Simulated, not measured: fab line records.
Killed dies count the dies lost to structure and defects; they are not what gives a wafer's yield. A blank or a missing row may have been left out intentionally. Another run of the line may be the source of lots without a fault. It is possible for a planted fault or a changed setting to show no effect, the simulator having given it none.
Which tool is to blame? + flow n5 finfet + 9 lots, 24 wafers sampled, at 6 steps of a route of 1938

== WHAT THE GAUGES SHOWED, per wafer ==
N5_FIN_SAQP_THK_MEAS_05. Usual: thk nm 37.9 nm, standard deviation 0.48.
| lot  | measured    | on            | thk nm (nm)    | flag |
|------|-------------|---------------|----------------|------|
| L379 | day 1 21:28 | film metro-01 | 38.0 38.0 37.8 |      |
| L381 | day 2 08:53 | film metro-02 | 37.8 37.9 38.2 |      |
| L387 | day 3 22:31 | film metro-01 | 37.7 37.1 37.9 |      |
| L390 | day 4 14:28 | film metro-02 | 37.6 38.1      |      |
| L392 | day 5 05:14 | film metro-02 | 37.9 38.1      |      |
| L394 | day 5 14:53 | film metro-02 | 38.9 39.1      |      |
| L395 | day 5 21:04 | film metro-01 | 37.6 37.4 38.2 |      |
| L396 | day 6 02:50 | film metro-02 | 37.2 37.4 37.9 |      |
| L397 | day 6 08:19 | film metro-01 | 38.3 37.7 39.1 |      |

N5_BEOL_M4_RC_MEAS_101. Usual: DIBL_N 36.2 mV/V, standard deviation 1.7; DIBL_P 36.2 mV/V, standard deviation 2.2; IOFF_N 0.16 nA/um, standard deviation 0.035; IOFF_P 0.21 nA/um, standard deviation 0.042; ION_N 673 uA/um, standard deviation 13; ION_P 462 uA/um, standard deviation 7.9; SS_N 71.4 mV/dec, standard deviation 0.59; SS_P 73.2 mV/dec, standard deviation 0.7; VT_N 250 mV, standard deviation 3.6; VT_P -251 mV, standard deviation 3.5.
| lot  | measured     | on        | DIBL_N (mV/V)  | DIBL_P (mV/V)  | IOFF_N (nA/um) | IOFF_P (nA/um) | ION_N (uA/um) | ION_P (uA/um) | SS_N (mV/dec)  | SS_P (mV/dec)  | VT_N (mV)   | VT_P (mV)      | flag |
|------|--------------|-----------|----------------|----------------|----------------|----------------|---------------|---------------|----------------|----------------|-------------|----------------|------|
| L379 | day 7 14:49  | prober-01 | 39.5 37.5 34.2 | 39.9 36.7 33.5 | 0.20 0.17 0.11 | 0.24 0.20 0.15 | 672 681 642   | 458 461 443   | 72.9 71.9 71.0 | 74.6 74.5 72.4 | 248 253 256 | -248 -251 -256 |      |
| L381 | day 8 05:29  | prober-01 | 33.7 35.4 35.9 | 35.2 37.1 37.6 | 0.14 0.16 0.18 | 0.21 0.23 0.23 | 667 674 682   | 469 473 473   | 70.5 71.1 71.9 | 72.9 73.2 74.0 | 252 250 248 | -250 -248 -250 |      |
| L387 | day 10 02:51 | prober-01 | 35.0 37.7 35.9 | 34.7 37.1 35.6 | 0.13 0.17 0.14 | 0.21 0.25 0.24 | 654 668 655   | 466 464 464   | 71.3 71.3 70.4 | 72.4 73.0 72.9 | 254 250 252 | -251 -247 -247 |      |
| L390 | day 11 00:17 | prober-01 | 33.6 35.7      | 32.4 35.6      | 0.11 0.14      | 0.16 0.21      | 655 661       | 450 459       | 70.5 70.5      | 71.7 73.2      | 251 249     | -253 -251      |      |
| L392 | day 11 07:58 | prober-02 | 36.2 37.3      | 34.2 35.9      | 0.14 0.15      | 0.17 0.19      | 679 674       | 460 461       | 72.2 71.6      | 73.1 72.7      | 252 253     | -255 -251      |      |
| L394 | day 11 11:32 | prober-02 | 33.5 37.8      | 33.6 38.1      | 0.12 0.20      | 0.18 0.26      | 668 684       | 463 464       | 70.9 71.9      | 72.8 74.1      | 255 247     | -253 -247      |      |
| L395 | day 11 13:39 | prober-02 | 34.7 32.8 34.0 | 33.5 31.6 32.5 | 0.11 0.10 0.11 | 0.16 0.13 0.15 | 652 648 664   | 449 441 447   | 70.9 70.4 70.9 | 72.8 72.4 72.4 | 255 258 254 | -254 -256 -256 |      |
| L396 | day 12 13:05 | prober-02 | 36.2 35.4 36.9 | 35.5 35.1 37.5 | 0.16 0.16 0.17 | 0.21 0.21 0.24 | 670 677 676   | 465 468 462   | 71.2 71.6 72.2 | 73.1 73.0 73.1 | 251 249 249 | -249 -249 -249 |      |
| L397 | day 12 17:07 | prober-02 | 32.5 32.4 32.2 | 32.9 31.6 30.7 | 0.10 0.10 0.09 | 0.15 0.14 0.13 | 654 648 648   | 455 446 446   | 71.2 70.5 70.4 | 72.3 72.4 72.3 | 256 256 258 | -254 -255 -258 |      |

== WHAT TOOL EACH LOT RAN ON (gives the tool, then ch and the chambers of the sampled wafers, and finally the start) ==
| lot  | N5_FIN_SAQP_PECVD_47           | N5_FIN_SAQP_PECVD_48           | N5_FIN_SAQP_ETCH_57               | N5_FIN_SAQP_RECESS_71             |
|------|--------------------------------|--------------------------------|-----------------------------------|-----------------------------------|
| L379 | pecvd-01 ch 0,1,2, day 1 21:31 | pecvd-01 ch 0,1,2, day 1 21:33 | rie diel-01 ch 0,1,3, day 2 00:51 | vapor etch-01 ch 0,1, day 2 01:45 |
| L381 | pecvd-04 ch 0,1, day 2 08:56   | pecvd-04 ch 0,1, day 2 08:59   | rie diel-01 ch 0,2,3, day 2 11:56 | vapor etch-01 ch 0,1, day 2 12:46 |
| L387 | pecvd-04 ch 0,1,2, day 3 22:34 | pecvd-04 ch 0,1,2, day 3 22:36 | rie diel-04 ch 0,1, day 4 01:37   | vapor etch-01 ch 0,1, day 4 02:27 |
| L390 | pecvd-04 ch 1,2, day 4 14:30   | pecvd-04 ch 1,2, day 4 14:32   | rie diel-03 ch 0,2, day 4 19:01   | vapor etch-02 ch 1, day 4 19:50   |
| L392 | pecvd-04 ch 2, day 5 05:16     | pecvd-04 ch 2, day 5 05:19     | rie diel-04 ch 1, day 5 08:09     | vapor etch-02 ch 0,1, day 5 09:04 |
| L394 | pecvd-04 ch 0,1, day 5 14:56   | pecvd-04 ch 0,1, day 5 14:58   | rie diel-01 ch 2,3, day 5 18:25   | vapor etch-02 ch 0,1, day 5 19:17 |
| L395 | pecvd-01 ch 0,1, day 5 21:07   | pecvd-01 ch 0,1, day 5 21:09   | rie diel-04 ch 0,2,3, day 6 00:10 | vapor etch-02 ch 0,1, day 6 01:00 |
| L396 | pecvd-02 ch 0,1,2, day 6 02:52 | pecvd-02 ch 0,1,2, day 6 02:55 | rie diel-01 ch 0,1,3, day 6 06:25 | vapor etch-02 ch 0,1, day 6 07:19 |
| L397 | pecvd-01 ch 0,2, day 6 08:21   | pecvd-01 ch 0,2, day 6 08:23   | rie diel-03 ch 1,2,3, day 6 11:23 | vapor etch-02 ch 0,1, day 6 12:13 |
- N5_FIN_SAQP_PECVD_47: deposits a-Si from SiH4/He, target thk 45 nm, time 36.3 s.
- N5_FIN_SAQP_PECVD_48: deposits SiNx from SiH4/NH3/N2, target thk 25 nm, time 22.1 s.
- N5_FIN_SAQP_ETCH_57: etches SiNx in CH3F/O2, target depth 32.5 nm, time 46.4 s.
- N5_FIN_SAQP_RECESS_71: chemistry HF/NH3, target SiO2, target depth 3 nm, afs cycles 1, sublimation time 60 s.

== WHAT THE TOOLS THEMSELVES READ (means of the sampled wafers that have a number; where no wafer has one, the mark that the record gives instead) ==
N5_FIN_SAQP_PECVD_47. Usual: heater power w 899 W, standard deviation 110; showerhead plenum p Torr 5.70 Torr, standard deviation 0.041; showerhead vpp V 630 V, standard deviation 30; throttle valve pct 18.0 %, standard deviation 0.77.
| lot  | tool     | heater power w (W) | showerhead plenum p Torr (Torr) | showerhead vpp V (V) | throttle valve pct (%) | flag |
|------|----------|--------------------|---------------------------------|----------------------|------------------------|------|
| L379 | pecvd-01 | 897                | 5.70                            | 625                  | 18.1                   |      |
| L381 | pecvd-04 | 899                | 5.67                            | 662                  | 18.0                   |      |
| L387 | pecvd-04 | 963                | 5.68                            | 637                  | 18.0                   |      |
| L390 | pecvd-04 | 974                | 5.69                            | 634                  | 18.1                   |      |
| L392 | pecvd-04 | 956                | 5.72                            | 592                  | 16.9                   |      |
| L394 | pecvd-04 | 1029               | 5.66                            | 656                  | 18.4                   |      |
| L395 | pecvd-01 | 827                | 5.67                            | 642                  | 18.5                   |      |
| L396 | pecvd-02 | 812                | 5.72                            | 628                  | 18.0                   |      |
| L397 | pecvd-01 | 846                | 5.69                            | 624                  | 18.1                   |      |

N5_FIN_SAQP_PECVD_48. Usual: heater power w 834 W, standard deviation 110; showerhead plenum p Torr 5.18 Torr, standard deviation 0.055; showerhead vpp V 1093 V, standard deviation 52; throttle valve pct 39.5 %, standard deviation 1.7.
| lot  | tool     | heater power w (W) | showerhead plenum p Torr (Torr) | showerhead vpp V (V) | throttle valve pct (%) | flag |
|------|----------|--------------------|---------------------------------|----------------------|------------------------|------|
| L379 | pecvd-01 | 849                | 5.19                            | 1073                 | 40.0                   |      |
| L381 | pecvd-04 | 914                | 5.13                            | 1146                 | 39.5                   |      |
| L387 | pecvd-04 | 911                | 5.16                            | 1103                 | 38.9                   |      |
| L390 | pecvd-04 | 872                | 5.17                            | 1087                 | 39.6                   |      |
| L392 | pecvd-04 | 911                | 5.21                            | 1020                 | 36.8                   |      |
| L394 | pecvd-04 | 936                | 5.13                            | 1150                 | 40.4                   |      |
| L395 | pecvd-01 | 789                | 5.15                            | 1126                 | 40.3                   |      |
| L396 | pecvd-02 | 708                | 5.21                            | 1081                 | 39.4                   |      |
| L397 | pecvd-01 | 797                | 5.17                            | 1073                 | 39.7                   |      |

N5_FIN_SAQP_ETCH_57. Usual: value, then standard deviation, for each; chamber pressure mTorr 30.002 mTorr / 0.028; drypump motor current A 5.7 A / 0.44; etch rf on time s 46.2 s / 0.87; oes product au 0.66 a.u. / 0.057; rf vpp V 297 V / 5.6; showerhead plenum p Torr 2.03 Torr / 0.058; throttle valve pct 16.28 % / 0.17.
| lot  | tool        | chamber pressure mTorr (mTorr) | drypump motor current A (A) | etch rf on time s (s) | oes product au (a.u.) | rf vpp V (V) | showerhead plenum p Torr (Torr) | throttle valve pct (%) | flag |
|------|-------------|--------------------------------|-----------------------------|-----------------------|-----------------------|--------------|---------------------------------|------------------------|------|
| L379 | rie diel-01 | 30.021                         | 5.7                         | 46.2                  | 0.63                  | 290          | 2.00                            | 16.36                  |      |
| L381 | rie diel-01 | 30.014                         | 5.6                         | 47.4                  | 0.64                  | 293          | 1.95                            | 16.38                  |      |
| L387 | rie diel-04 | 29.989                         | 6.0                         | 45.6                  | 0.75                  | 301          | 2.04                            | 16.44                  |      |
| L390 | rie diel-03 | 30.048                         | 5.3                         | 59.8                  | 0.70                  | 294          | 2.05                            | 16.09                  | OFF  |
| L392 | rie diel-04 | 30.001                         | 6.0                         | 59.7                  | 0.78                  | 303          | 2.05                            | 16.44                  | OFF  |
| L394 | rie diel-01 | 29.999                         | 5.4                         | 60.4                  | 0.70                  | 298          | 2.03                            | 16.29                  | OFF  |
| L395 | rie diel-04 | 30.027                         | 6.0                         | 46.3                  | 0.63                  | 298          | 2.01                            | 16.38                  |      |
| L396 | rie diel-01 | 29.984                         | 5.7                         | 46.0                  | 0.67                  | 292          | 2.07                            | 16.25                  |      |
| L397 | rie diel-03 | 29.990                         | 5.5                         | 45.5                  | 0.64                  | 295          | 2.02                            | 16.20                  |      |

N5_FIN_SAQP_RECESS_71. Usual: drypump motor current A 5.4 A, standard deviation 0.4.
| lot  | tool          | drypump motor current A (A) | flag |
|------|---------------|-----------------------------|------|
| L379 | vapor etch-01 | 5.6                         |      |
| L381 | vapor etch-01 | 5.4                         |      |
| L387 | vapor etch-01 | 5.6                         |      |
| L390 | vapor etch-02 | 5.8                         |      |
| L392 | vapor etch-02 | 5.4                         |      |
| L394 | vapor etch-02 | 5.4                         |      |
| L395 | vapor etch-02 | 5.3                         |      |
| L396 | vapor etch-02 | 5.3                         |      |
| L397 | vapor etch-02 | 5.3                         |      |

== THE ANSWER, worked out from the rows above alone ==
Rule: a lot is off if the mean of its wafers that have a number lies more than 3 standard deviations from the usual mean. A lot without any number at a reading at which 4 lots or more have one is off too. Any other lot the step has rows for is counted as sound. First the gauges in route order, then the tools' own readings, where a lot's mean is used as printed above. The first step at which some lot is off is used, and at that step the reading that is off furthest; a lot without a number counts as furthest.
Off: L390, L392, L394 (N5_FIN_SAQP_ETCH_57, etch rf on time s).
A tool fits if, at that step or a process step before it, it ran every lot that is off, and no sound lot after the first of them. One fits: pecvd-04 at N5_FIN_SAQP_PECVD_47 and N5_FIN_SAQP_PECVD_48. At N5_FIN_SAQP_PECVD_47 its last sound lot is L387 (day 3 22:34), its first lot that is off L390 (day 4 14:30): a fault that began between those two fits.

== WHAT THE SIMULATOR HAD INSERTED ==
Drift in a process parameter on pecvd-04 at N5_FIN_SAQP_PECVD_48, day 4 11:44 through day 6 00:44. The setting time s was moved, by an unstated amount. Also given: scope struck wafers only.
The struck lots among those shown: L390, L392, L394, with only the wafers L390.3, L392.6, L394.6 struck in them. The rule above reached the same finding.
